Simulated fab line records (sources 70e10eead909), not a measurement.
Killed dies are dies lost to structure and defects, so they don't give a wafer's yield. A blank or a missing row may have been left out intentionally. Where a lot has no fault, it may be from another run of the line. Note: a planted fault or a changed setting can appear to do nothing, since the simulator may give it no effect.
Comparing a struck lot with a sound one ; flow nand_harc ; 33 steps out of a route of 1159
Sound: wafers L656.2, L656.4, L656.6. Struck: wafers L667.2, L667.5, L667.6. The cause comes at the end.
Per side, at each step with rows, come the tool, then ch with its chambers, and then its first start. Under that, the readings that differ: sound wafers ; struck wafers ; difference of the means ; sigmas: that difference in standard deviations of wafers without a fault.
alike: readings whose means differ by less than 2 such deviations, and words and numbers that are the same on both sides. not compared: withheld readings, readings that some wafer has no value for, bounds like >300 that may hide the same value, and numbers for which the record gives no deviation and whose values overlap.
A row with sigmas, a row that says differs or no value, or rows on one side alone: a step with any of these is where the two part. Numbers that don't overlap but have no deviation are shown without sigmas and don't part them. A reading that every wafer of one side lacks parts them only if that side has two wafers or more.

first, 9 steps without rows for these wafers: NHARC_A_BONDPAD_EBR_05; NHARC_A_BONDPAD_EXPOSE_06 (exposes mask A BPAD); NHARC_A_BONDPAD_PEB_07 (peb time 80 s); NHARC_A_BONDPAD_DEVELOP_08 (time 50 s); NHARC_A_BONDPAD_HARDBAKE_10 (time 65 s); NHARC_A_BONDPAD_DESCUM_11 (chemistry O2, time 3 s); NHARC_A_BONDPAD_ETCH_34 (etches the open film in N2/H2, target depth 60 nm, overetch 18 nm, time 65.91 s); NHARC_A_BONDPAD_ETCH_12 (etches the open film in CHF3/O2, target depth 220 nm, time 110 s); NHARC_A_BONDPAD_STRIP_15 (strips in O2).
NHARC_A_BONDPAD_ETCH_24: etches the open film in CF4/N2, target depth 30 nm, time 72.99 s.
  sound on rie_diel-06 ch 1,2, day 19 18:05; struck on rie_diel-06 ch 1,3, day 22 15:51
  alike: chamber_pressure_mTorr, drypump_motor_current_A, oes_product_au, rf_vpp_V, showerhead_plenum_p_Torr, throttle_valve_pct
  not compared: rf_hours_counter_h
then, 22 steps without rows for these wafers: NHARC_A_BONDPAD_STRIP_16 (strips in post etch residue remover, time 600 s); NHARC_A_BONDPAD_DEGAS_25 (time 60 s); NHARC_A_BONDPAD_PRE_CLEAN_26 (time 30 s); NHARC_A_BONDPAD_PVD_17 (deposits TaN, target thk 5 nm, time 8.06 s); NHARC_A_BONDPAD_PVD_27 (deposits Cu, target thk 30 nm, time 20.49 s); NHARC_A_BONDPAD_ECD_18 (material Cu, target thk 400 nm); NHARC_A_BONDPAD_ANNEAL_28 (time 90 s); NHARC_A_BONDPAD_CMP_19 (polishes, t overpolish 30 s, cu recess touch 16 s, target thk 169.8 nm); NHARC_A_BONDPAD_SRD_21 (time 30 s, dry time 20 s); NHARC_HYBRID_BOND_ACTIVATE_00 (chemistry N2, time 60 s); NHARC_HYBRID_BOND_PRECLEAN_01 (cleans in DIW, time 300 s); NHARC_HYBRID_BOND_SRD_02 (time 30 s, dry time 20 s); NHARC_HYBRID_BOND_BOND_03; NHARC_HYBRID_BOND_ANNEAL_04 (time 7200 s); NHARC_THIN_TSV_GRIND_00; NHARC_THIN_TSV_CMP_01 (polishes); NHARC_THIN_TSV_SRD_03; NHARC_THIN_TSV_PRECLEAN_41 (cleans in SC1); NHARC_THIN_TSV_SRD_42; NHARC_THIN_TSV_DEP_43 (deposits SiO2, target thk 1328.5 nm); NHARC_THIN_TSV_DEHYDRATE_04 (time 120 s); NHARC_THIN_TSV_HMDS_05 (time 30 s).
NHARC_END_SORT_01:
  sound on prober-02 ch 0, day 21 02:44; struck on prober-01 ch 0, day 23 23:38
reading;sound;struck;difference;sigmas
defect_limited_yield (%);94.7 95.0 94.7;87.1 85.7 85.8;-8.6;-5
killed_at_array;35 31 29;86 93 89;+58;+6
killed_dies;36 34 36;87 97 96;+58;+5
sort_bin_2_pct (%);1.6 1.5 1.6;6.1 6.5 7.2;+5.0;+7
sort_bin_3_pct (%);0.59 0.59 0.30;2.07 2.22 2.22;+1.68;+8
sort_n_pass;641 643 641;590 580 581;-58;-5
sort_yield_pct (%);94.7 95.0 94.7;87.1 85.7 85.8;-8.6;-5
  alike: killed_at_other, killed_at_periphery, killed_open, killed_short, sort_bin_4_pct, sort_rim_yield_pct

== WHERE THEY PART ==
At NHARC_END_SORT_01 and nowhere else, as far as this record goes.

WHY: the cause the simulator had injected
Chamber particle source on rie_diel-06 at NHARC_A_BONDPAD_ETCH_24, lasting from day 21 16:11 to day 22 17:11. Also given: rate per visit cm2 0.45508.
